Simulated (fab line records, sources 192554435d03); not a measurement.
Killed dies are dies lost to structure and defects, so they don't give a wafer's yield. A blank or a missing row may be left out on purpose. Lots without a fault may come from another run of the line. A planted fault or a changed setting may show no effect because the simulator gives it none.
fab line records | flow n5_finfet
record lots=6 wafers=18 last_day=19
route steps=1938 shown BEOL_M5@1129 PASSIVATION@1936
lots that met no fault: from a run of the same line without faults
start_h: hours from the record's first day to the start of the lot's first wafer shown | wait_h: hours since the lot's step before | " the same as in the row above | L1.1+2: a row that stands for several wafers | - no value, or no start given | * or withheld: withheld | < > ~ a bound
route shown NAME@n: a module of which the file shows steps, and the number in the route of the first | usual: mean/standard deviation of fault-free wafers | same: alike in all rows | chamber/n: place in a boat | sites: the reading at each site | _std_site: their standard deviation | _edge_site: outer sites' mean less inner sites' | radius_mm: how far each site lies from the wafer's centre | mask NAME#n: copy n | behind: the tool/chamber that last shaped the wafer | hold: why the lot was held/for how many hours/how that ended | device: the transistor (n, p or np) that didn't switch | end of line: the same wafers' tests at the end of the route | a step without rows: its recipe alone | killed: dies lost to structure and defects at the first sort, not the wafer's yield | map: a wafer's dies, x killed, . not, _ none there
set.NAME: the setting as run; set.NAME@STEP: as run at that earlier step | model.NAME: the simulator's own value behind a step, which no gauge read
lots at some steps of the route; a table a step, a row a wafer
services: from which hour (start_h, from the record's first day; less than 0 if before it) a tool's chamber was out of use, for how many hours, and why
## steps
# step N5_BEOL_M5_DESCUM_16
# recipe chemistry=O2 time_s=7 source_power_w=50 bias_power_w=20 pressure_mtorr=20 rf_frequency_hz=2.712e+07 temp_c=40 resist=CAR-EUV o2_flow_sccm=225
# usual drypump_motor_current_A=5.5/0.38 o2_flow_sccm=224.9/0.68 oes_product_au=0.78/0.079 rf_vpp_V=243.3/1.4 showerhead_plenum_p_Torr=2.12/0.073 throttle_valve_pct=20.53/0.15
# same time_s=7
# columns lot.wafer tool chamber start_h wait_h drypump_motor_current_A o2_flow_sccm oes_product_au rf_hours_counter_h rf_vpp_V showerhead_plenum_p_Torr throttle_valve_pct
L187.2 rie_diel-02 3 194.41 0.3 5.7 225.3 0.92 19 245.8 2.21 20.23
L187.3 " 2 " " 5.7 224.4 0.75 159 243.9 2.18 20.49
L187.5 " 0 " " 5.6 226.7 0.79 - 242.4 2.11 20.59
L189.1 rie_diel-04 2 203.51 0.8 5.0 224.3 0.91 14 244.2 2.13 20.48
L189.2 " 0 " " 5.4 225.5 0.73 197 243.7 2.19 20.42
L189.5 " 0 " " 5.4 226.6 0.73 - 244.9 2.19 20.39
L192.2 rie_diel-05 2 231.31 0.1 5.6 224.0 0.74 171 241.0 2.01 20.73
L192.4 " 2 " " 5.6 224.2 0.74 - 241.2 2.01 20.76
L192.6 " 3 " " 5.4 224.5 0.74 - 241.5 1.99 20.39
L198.2 rie_diel-04 0 258.23 0.0 5.4 225.4 0.71 217 244.3 2.19 20.43
L198.3 " 2 " " 5.0 225.0 0.88 33 242.6 2.13 20.50
L198.4 " 1 " " 5.0 225.1 0.74 - 245.6 2.18 20.60
L205.2 rie_diel-02 1 332.24 0.1 6.0 224.3 0.84 88 242.8 2.09 20.69
L205.4 " 3 " " 5.7 224.5 0.85 54 246.1 2.20 20.27
L205.5 " 3 " " 5.7 223.8 0.86 - 245.5 2.20 20.27
L204.2 rie_diel-05 1 346.16 0.0 6.2 225.8 0.76 132 242.9 2.08 20.50
L204.5 " 3 " " 5.4 225.2 0.71 - 241.2 1.98 20.41
L204.6 " 0 " " 5.0 225.3 0.88 - 242.2 2.14 20.77
# step N5_BEOL_M5_ETCH_72
# recipe chemistry=N2/H2 target=underlayer target_depth_a=65 mask_material=CAR-EUV time_s=5.2 ion_energy_ev=200 pressure_mtorr=30 source_w=840 bias_w=150 n2_flow_sccm=200 h2_flow_sccm=200 ends=cleared
# usual drypump_motor_current_A=5.5/0.38 etch_rf_on_time_s=5.20/0.14 oes_product_au=0.67/0.067 rf_vpp_V=524.7/2.6 showerhead_plenum_p_Torr=2.57/0.089 throttle_valve_pct=17.97/0.21
# columns lot.wafer tool chamber start_h wait_h drypump_motor_current_A etch_rf_on_time_s oes_product_au rf_hours_counter_h rf_vpp_V showerhead_plenum_p_Torr throttle_valve_pct
L187.2 rie_diel-02 3 194.44 0.0 5.8 5.07 0.79 19 527.3 2.72 17.70
L187.3 " 2 " " 5.7 5.15 0.64 159 525.9 2.65 17.88
L187.5 " 0 " " 5.5 5.30 0.66 - 524.1 2.57 18.06
L189.1 rie_diel-04 2 203.54 0.0 5.0 5.05 0.78 14 524.1 2.60 17.84
L189.2 " 0 " " 5.5 5.11 0.64 197 524.3 2.64 17.72
L189.5 " 0 " " 5.4 5.20 0.63 - 527.0 2.64 17.71
L192.2 rie_diel-05 2 231.35 0.0 5.7 5.22 0.62 171 518.5 2.42 18.07
L192.4 " 2 " " 5.7 5.22 0.64 - 519.3 2.42 18.05
L192.6 " 3 " " 5.3 5.19 0.62 - 522.1 2.41 17.80
L198.2 rie_diel-04 0 258.26 0.0 5.5 5.10 0.62 217 525.2 2.63 17.75
L198.3 " 2 " " 5.0 5.06 0.75 33 526.1 2.59 17.85
L198.4 " 1 " " 5.0 5.54 0.61 - 526.7 2.63 17.92
L205.2 rie_diel-02 1 332.27 0.0 6.0 5.17 0.71 88 523.7 2.57 18.24
L205.4 " 3 " " 5.7 5.11 0.74 54 526.5 2.70 17.76
L205.5 " 3 " " 5.7 5.14 0.73 - 530.1 2.70 17.77
L204.2 rie_diel-05 1 346.20 0.0 6.2 5.21 0.65 132 523.7 2.56 18.29
L204.5 " 3 " " 5.4 5.22 0.61 - 522.7 2.40 17.84
L204.6 " 0 " " 5.0 5.15 0.73 - 526.7 2.61 18.38
# step N5_BEOL_M5_ETCH_61
# recipe chemistry=CF4 target=SiARC target_depth_a=156 mask_material=CAR-EUV time_s=26 ion_energy_ev=80 pressure_mtorr=40 source_w=545 bias_w=36 Ar_flow_sccm=100 cf4_flow_sccm=100 ends=cleared
# usual drypump_motor_current_A=5.5/0.38 etch_rf_on_time_s=26.1/0.73 oes_product_au=0.67/0.068 rf_vpp_V=184.4/1.2 showerhead_plenum_p_Torr=2.17/0.073 throttle_valve_pct=15.72/0.12
# columns lot.wafer tool chamber start_h wait_h drypump_motor_current_A etch_rf_on_time_s oes_product_au rf_hours_counter_h rf_vpp_V showerhead_plenum_p_Torr throttle_valve_pct
L187.2 rie_diel-02 3 194.46 0.0 5.7 25.5 0.79 19 186.7 2.29 15.50
L187.3 " 2 " " 5.7 26.3 0.63 159 185.5 2.22 15.64
L187.5 " 0 " " 5.6 26.6 0.66 - 185.7 2.17 15.77
L189.1 rie_diel-04 2 203.56 0.0 5.0 25.7 0.78 14 183.8 2.19 15.66
L189.2 " 0 " " 5.4 26.2 0.62 197 184.8 2.23 15.56
L189.5 " 0 " " 5.5 26.2 0.62 - 186.7 2.23 15.56
L192.2 rie_diel-05 2 231.37 0.0 5.7 25.6 0.63 171 184.1 2.04 15.80
L192.4 " 2 " " 5.7 25.6 0.63 - 183.0 2.04 15.81
L192.6 " 3 " " 5.4 25.9 0.62 - 184.4 2.06 15.76
L198.2 rie_diel-04 0 258.28 0.0 5.5 26.0 0.62 217 184.8 2.22 15.58
L198.3 " 2 " " 5.0 25.5 0.76 33 184.5 2.19 15.70
L198.4 " 1 " " 5.0 27.7 0.62 - 184.7 2.23 15.74
L205.2 rie_diel-02 1 332.29 0.0 6.0 25.4 0.71 88 185.2 2.16 15.91
L205.4 " 3 " " 5.7 25.2 0.73 54 184.5 2.28 15.58
L205.5 " 3 " " 5.7 25.1 0.74 - 184.7 2.28 15.58
L204.2 rie_diel-05 1 346.21 0.0 6.2 26.2 0.65 132 184.0 2.14 15.73
L204.5 " 3 " " 5.4 26.3 0.61 - 182.2 2.05 15.82
L204.6 " 0 " " 5.0 26.0 0.74 - 183.8 2.18 15.77
# step N5_BEOL_M5_ETCH_62
# recipe chemistry=N2/H2 target=SOC target_depth_a=750 overetch_a=150 mask_material=SiARC temp_c=40 time_s=112.5 ion_energy_ev=200 pressure_mtorr=30 source_w=840 bias_w=150 n2_flow_sccm=200 h2_flow_sccm=200
# step N5_BEOL_M5_STRIP_63
# recipe chemistry=N2/H2 temp_c=40 n2_flow_sccm=200 h2_flow_sccm=200 rf_frequency_hz=6e+07
# step N5_BEOL_M5_STRIP_73
# recipe chemistry=N2/H2 temp_c=40 n2_flow_sccm=200 h2_flow_sccm=200 rf_frequency_hz=6e+07
# step N5_BEOL_M5_STRIP_64
# recipe chemistry=CF4 resist=SiARC power_w=300 bias_power_w=75 pressure_mtorr=50 cf4_flow_sccm=150 rf_frequency_hz=6e+07
# usual drypump_motor_current_A=5.5/0.38 oes_product_au=0.77/0.072 power_w=300.1/0.94 rf_vpp_V=271.5/1.5 showerhead_plenum_p_Torr=1.82/0.059 throttle_valve_pct=13.69/0.13
# columns lot.wafer tool chamber start_h wait_h drypump_motor_current_A oes_product_au power_w rf_hours_counter_h rf_vpp_V showerhead_plenum_p_Torr throttle_valve_pct
L187.2 rie_diel-02 3 194.61 0.0 5.7 0.90 302.6 19 273.8 1.91 13.40
L187.3 " 2 " " 5.7 0.74 302.2 159 274.0 1.86 13.63
L187.5 " 0 " " 5.5 0.77 298.9 - 271.9 1.82 13.68
L189.1 rie_diel-04 2 203.72 0.0 4.9 0.90 299.4 14 271.1 1.83 13.56
L189.2 " 0 " " 5.4 0.73 300.0 197 273.8 1.87 13.56
L189.5 " 0 " " 5.4 0.73 301.0 - 273.2 1.87 13.57
L192.2 rie_diel-05 2 231.52 0.0 5.7 0.73 298.9 171 268.7 1.71 13.81
L192.4 " 2 " " 5.7 0.73 297.6 - 270.1 1.71 13.81
L192.6 " 3 " " 5.3 0.73 300.5 - 269.3 1.73 13.72
L198.2 rie_diel-04 0 258.44 0.0 5.5 0.72 301.5 217 271.3 1.86 13.59
L198.3 " 2 " " 5.0 0.86 300.7 33 272.8 1.83 13.62
L198.4 " 1 " " 5.0 0.74 300.0 - 273.0 1.88 13.75
L205.2 rie_diel-02 1 332.44 0.0 6.1 0.81 300.1 88 272.3 1.80 13.82
L205.4 " 3 " " 5.7 0.84 300.4 54 272.6 1.90 13.53
L205.5 " 3 " " 5.7 0.84 300.2 - 273.3 1.90 13.49
L204.2 rie_diel-05 1 346.37 0.0 6.2 0.76 300.6 132 269.0 1.80 13.71
L204.5 " 3 " " 5.3 0.71 300.9 - 268.8 1.72 13.79
L204.6 " 0 " " 4.9 0.85 299.0 - 270.8 1.82 13.64
# step N5_BEOL_M5_HM_OPEN_17
# recipe chemistry=Cl2/BCl3 target_depth_a=200 overetch_a=60 target=TiN mask_material=SOC ion_energy_ev=150 pressure_mtorr=10 icp_w=1000 bias_w=126 Cl2_flow_sccm=53.25 bcl3_flow_sccm=21.75 Ar_flow_sccm=25
# step N5_BEOL_M5_STRIP_19
# recipe chemistry=O2 power_w=400 temp_c=40 pressure_mtorr=30 rf_frequency_hz=6e+07 bias_power_w=0 overash_fraction=0.2 o2_flow_sccm=225
# usual drypump_motor_current_A=5.5/0.37 o2_flow_sccm=224.9/0.67 oes_product_au=0.79/0.078 rf_vpp_V=3.6/0.47 showerhead_plenum_p_Torr=2.13/0.07 throttle_valve_pct=16.75/0.15
# columns lot.wafer tool chamber start_h wait_h drypump_motor_current_A o2_flow_sccm oes_product_au rf_hours_counter_h rf_vpp_V showerhead_plenum_p_Torr throttle_valve_pct
L187.2 rie_diel-02 0 194.77 0.1 5.6 225.1 0.79 112 3.9 2.12 16.80
L187.3 " 2 " " 5.7 224.4 0.74 159 4.1 2.19 16.73
L187.5 " 3 " " 5.7 225.3 0.90 - 3.8 2.22 16.43
L189.1 rie_diel-05 2 203.90 0.1 5.6 225.7 0.74 162 2.8 2.01 16.97
L189.2 " 1 " " 6.2 224.2 0.81 93 4.5 2.10 16.71
L189.5 " 2 " " 5.6 224.9 0.74 - 4.1 2.01 16.96
L192.2 rie_diel-02 0 231.84 0.2 5.6 225.6 0.79 120 3.3 2.11 16.81
L192.4 " 0 " " 5.6 224.6 0.78 - 3.7 2.11 16.79
L192.6 " 3 " " 5.7 224.5 0.90 - 2.6 2.22 16.44
L198.2 rie_diel-02 0 258.59 0.1 5.5 225.2 0.78 127 3.3 2.11 16.82
L198.3 " 1 " " 6.0 224.2 0.85 66 3.3 2.11 16.86
L198.4 " 2 " " 5.7 223.2 0.74 177 4.6 2.18 16.75
L205.2 rie_diel-05 3 332.60 0.1 5.3 225.1 0.71 217 3.3 1.99 16.73
L205.4 " 1 " " 6.2 225.8 0.76 128 3.2 2.09 16.74
L205.5 " 0 " " 4.9 224.3 0.89 - 3.9 2.14 16.89
L204.2 rie_diel-04 1 346.52 0.1 5.0 223.7 0.71 189 4.2 2.18 16.86
L204.5 " 1 " " 5.0 223.4 0.71 - 3.6 2.18 16.86
L204.6 " 0 " " 5.5 223.9 0.69 - 3.0 2.18 16.74
# step N5_BEOL_M5_CD_MEAS_18
# recipe pitch_nm=56 target_cd_nm=28
# usual cd_nm=28.0/0.32
# columns lot.wafer tool chamber start_h wait_h cd_nm
L187.2 cd_sem-01 - 194.84 0.1 27.9
L187.3 " - " " 28.2
L187.5 " - " " 28.2
L189.1 cd_sem-01 - 203.97 0.1 27.9
L189.2 " - " " 28.5
L189.5 " - " " 28.4
L192.2 cd_sem-01 - 231.91 0.1 28.7
L192.4 " - " " 28.3
L192.6 " - " " 28.3
L198.2 cd_sem-03 - 258.66 0.1 27.8
L198.3 " - " " 27.6
L198.4 " - " " 27.9
L205.2 cd_sem-03 - 332.67 0.1 27.5
L205.4 " - " " 28.2
L205.5 " - " " 28.4
L204.2 cd_sem-02 - 346.59 0.1 27.9
L204.5 " - " " 28.2
L204.6 " - " " 27.6
# step N5_BEOL_M5_COAT_65
# recipe resist=SOC temp_c=250 time_s=60 spin_rpm=1500 resist_thk_nm=60
# step N5_BEOL_M5_COAT_66
# recipe resist=SiARC temp_c=220 time_s=60 spin_rpm=1500 resist_thk_nm=12
# step N5_BEOL_M5_COAT_74
# recipe resist=underlayer temp_c=205 time_s=60 spin_rpm=1500 resist_thk_nm=5
# usual chill_plate_temp_C=23.00/0.1 heater_power_total_W=391.8/1.4 plate_temp_C=205.02/0.16
# same time_s=60
# columns lot.wafer tool chamber start_h wait_h chill_plate_temp_C heater_power_total_W plate_temp_C
L187.2 litho_track-05 0 195.61 - 23.03 392.7 204.86
L187.3 " 0 " " 23.04 389.9 204.67
L187.5 " 0 " " 23.06 390.9 204.95
L189.1 litho_track-01 0 205.16 - 23.04 392.7 205.26
L189.2 " 0 " " 23.10 390.1 204.92
L189.5 " 0 " " 22.98 389.7 205.12
L192.2 litho_track-01 0 231.95 - 23.02 409.1 211.71
L192.4 " 0 " " 23.04 408.0 211.76
L192.6 " 0 " " 23.03 408.9 211.63
L198.2 litho_track-01 0 263.15 - 23.02 406.0 211.39
L198.3 " 0 " " 23.08 407.6 211.52
L198.4 " 0 " " 23.08 405.1 211.45
L205.2 litho_track-01 0 333.38 - 23.05 390.5 204.94
L205.4 " 0 " " 23.00 391.6 205.00
L205.5 " 0 " " 22.96 392.3 204.88
L204.2 litho_track-03 0 348.11 - 22.85 392.4 204.99
L204.5 " 0 " " 22.85 389.9 205.15
L204.6 " 0 " " 22.81 391.5 204.98
# step N5_BEOL_M5_COAT_22
# recipe resist=CAR-EUV spin_rpm=1500 resist_thk_nm=30
# step N5_PASSIVATION_PROBE_49
# usual defect_limited_yield=91.0/1.3 killed_at_M0_to_M3=33/10 killed_at_M4_up=14/5.6 killed_at_contacts=12/5.8 killed_at_front_end=43/11 killed_at_other=4.1/2.8 killed_dies=106/15 killed_open=70/12 killed_short=34/7.5 sort_bin_5_function=5.3/0.88 sort_bin_6_memory=3.3/0.64 sort_n_pass=1074/15 sort_yield_pct=91.0/1.3
# same gross_dies=1180 killed_at_back_side=0 sort_bin_4_leakage[%]=0 sort_bin_8_speed[%]=0
# columns lot.wafer tool chamber start_h wait_h defect_limited_yield[%] killed_at_M0_to_M3 killed_at_M4_up killed_at_contacts killed_at_front_end killed_at_other killed_dies killed_open killed_short sort_bin_5_function[%] sort_bin_6_memory[%] sort_n_pass sort_yield_pct[%]
L189.1 prober-01 - 317.49 0.0 90.7 14 19 23 51 3 110 86 19 4.7 4.2 1070 90.7
L189.2 prober-01 - 317.54 0.1 90.3 26 10 17 59 3 115 80 33 5.8 3.8 1065 90.3
L189.5 prober-01 - 317.69 0.2 88.3 44 13 15 61 5 138 86 50 5.8 5.0 1042 88.3
L198.2 prober-01 - 368.00 0.1 91.7 36 5 25 26 6 98 63 35 5.3 2.5 1082 91.7
L198.3 prober-01 - 368.05 0.1 91.1 44 6 18 28 9 105 66 39 4.8 3.4 1075 91.1
L198.4 prober-01 - 368.10 0.2 89.7 47 14 9 46 5 121 67 52 6.0 3.7 1059 89.7
L205.2 prober-01 - 426.54 0.1 89.4 26 29 10 57 3 125 87 37 6.6 3.8 1055 89.4
L205.4 prober-01 - 426.64 0.2 89.4 29 13 22 56 5 125 75 44 6.8 3.0 1055 89.4
L205.5 prober-01 - 426.69 0.2 91.1 32 14 12 44 3 105 73 26 5.3 3.2 1075 91.1
# killed by level:class
L189.1 MOL_CONTACT_COAG:geometric_particle:open=19 FIN_SAQP:geometric_particle:open=18 STI_FIN_REVEAL:geometric_particle:open=10 BEOL_M4:geometric_particle:open=10 FIN_SAQP:geometric_particle:short=6 DUMMY_GATE:geometric_particle:open=5 ILD0:geometric_particle:open=4 MOL_CONTACT_COAG:geometric_particle:short=4
L189.2 FIN_SAQP:geometric_particle:open=25 MOL_CONTACT_COAG:geometric_particle:open=16 FIN_SAQP:geometric_particle:short=11 BEOL_M2:geometric_particle:open=9 STI_FIN_REVEAL:geometric_particle:open=6 DUMMY_GATE:geometric_particle:open=4 STARTING-WAFER:geometric_particle:short=4 BEOL_M1:geometric_particle:open=3
L189.5 FIN_SAQP:geometric_particle:short=13 MOL_CONTACT_COAG:geometric_particle:open=13 FIN_SAQP:geometric_particle:open=12 BEOL_M0_SAQP:geometric_particle:short=11 BEOL_M0_SAQP:geometric_particle:open=10 STI_FIN_REVEAL:geometric_particle:open=9 BEOL_M1:geometric_particle:open=6 BEOL_M3:geometric_particle:open=6
L198.2 MOL_CONTACT_COAG:geometric_particle:open=18 FIN_SAQP:geometric_particle:open=8 MOL_CONTACT_COAG:geometric_particle:short=7 BEOL_M1:geometric_particle:open=7 BEOL_M2:geometric_particle:open=7 BEOL_M0_SAQP:geometric_particle:short=6 FIN_SAQP:geometric_particle:short=4 GATE_CUT:geometric_particle:short=4
L198.3 BEOL_M1:geometric_particle:open=14 MOL_CONTACT_COAG:geometric_particle:open=11 BEOL_M3:geometric_particle:open=11 FIN_SAQP:geometric_particle:open=10 FIN_SAQP:geometric_particle:short=8 MOL_CONTACT_COAG:geometric_particle:short=7 BEOL_M0_SAQP:geometric_particle:short=5 BEOL_M2:geometric_particle:short=5
L198.4 BEOL_M0_SAQP:geometric_particle:short=18 STI_FIN_REVEAL:geometric_particle:open=17 BEOL_M0_SAQP:geometric_particle:open=14 MOL_CONTACT_COAG:geometric_particle:open=6 STARTING-WAFER:geometric_particle:short=6 FIN_SAQP:geometric_particle:short=5 STI_FIN_REVEAL:geometric_particle:short=5 BEOL_M4:geometric_particle:open=5
L205.2 FIN_SAQP:geometric_particle:open=20 BEOL_M4:geometric_particle:open=12 STI_FIN_REVEAL:geometric_particle:open=11 FIN_SAQP:geometric_particle:short=10 BEOL_M3:geometric_particle:open=9 MOL_CONTACT_COAG:geometric_particle:open=6 DUMMY_GATE:geometric_particle:open=5 BEOL_M1:geometric_particle:open=5
L205.4 FIN_SAQP:geometric_particle:open=17 MOL_CONTACT_COAG:geometric_particle:open=17 FIN_SAQP:geometric_particle:short=12 STI_FIN_REVEAL:geometric_particle:open=8 BEOL_M0_SAQP:geometric_particle:short=6 BEOL_M3:geometric_particle:open=6 BEOL_M4:geometric_particle:open=6 MOL_CONTACT_COAG:geometric_particle:short=5
L205.5 STI_FIN_REVEAL:geometric_particle:open=21 MOL_CONTACT_COAG:geometric_particle:open=10 BEOL_M0_SAQP:geometric_particle:open=9 BEOL_M0_SAQP:geometric_particle:short=8 BEOL_M4:geometric_particle:open=8 FIN_SAQP:geometric_particle:open=7 BEOL_M1:geometric_particle:open=6 HKMG_FIN:area_etch=4
## services
# columns tool chamber start_h hours kind
rie_diel-02 - 180.09 1.3 repair
rie_diel-05 0 181.45 - clean
rie_diel-05 0 181.45 - consumable_replace:focus_ring
rie_diel-05 0 181.45 24.0 scheduled_down
rie_diel-05 0 181.45 24.0 vent_cycle
litho_track-05 - 212.44 - consumable_replace:filter
rie_diel-05 1 213.02 4.7 repair
rie_diel-04 1 214.95 6.7 repair
rie_diel-04 1 222.61 13.5 repair
litho_track-01 - 224.95 - consumable_replace:filter
rie_diel-05 1 230.47 5.5 repair
rie_diel-02 1 230.65 2.4 repair
rie_diel-04 3 248.14 - clean
rie_diel-04 3 248.14 - consumable_replace:focus_ring
rie_diel-04 3 248.14 17.8 scheduled_down
rie_diel-04 3 248.14 17.8 vent_cycle
rie_diel-05 3 263.47 13.5 repair
litho_track-05 - 270.09 - consumable_replace:filter
rie_diel-02 3 294.20 9.6 repair
rie_diel-04 3 330.35 22.4 repair
## key
first_sign step=N5_BEOL_M5_COAT_74 reading=plate_temp_C direction=up sigmas=40 usual=* struck=*
effect step=N5_BEOL_M5_COAT_74 reading=heater_power_total_W direction=up sigmas=12 usual=* struck=*
met_at N5_BEOL_M5_COAT_74
struck_wafers L192.2,L192.4,L192.6,L198.2,L198.3,L198.4
onset_between 205.16 231.95
fault kind=process_parameter_drift tool=litho_track-01 chamber=- onset_h=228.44 steps=N5_BEOL_M5_COAT_74 channel=temp_c offset=* shape=step end_h=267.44 acts_in=* stated=*
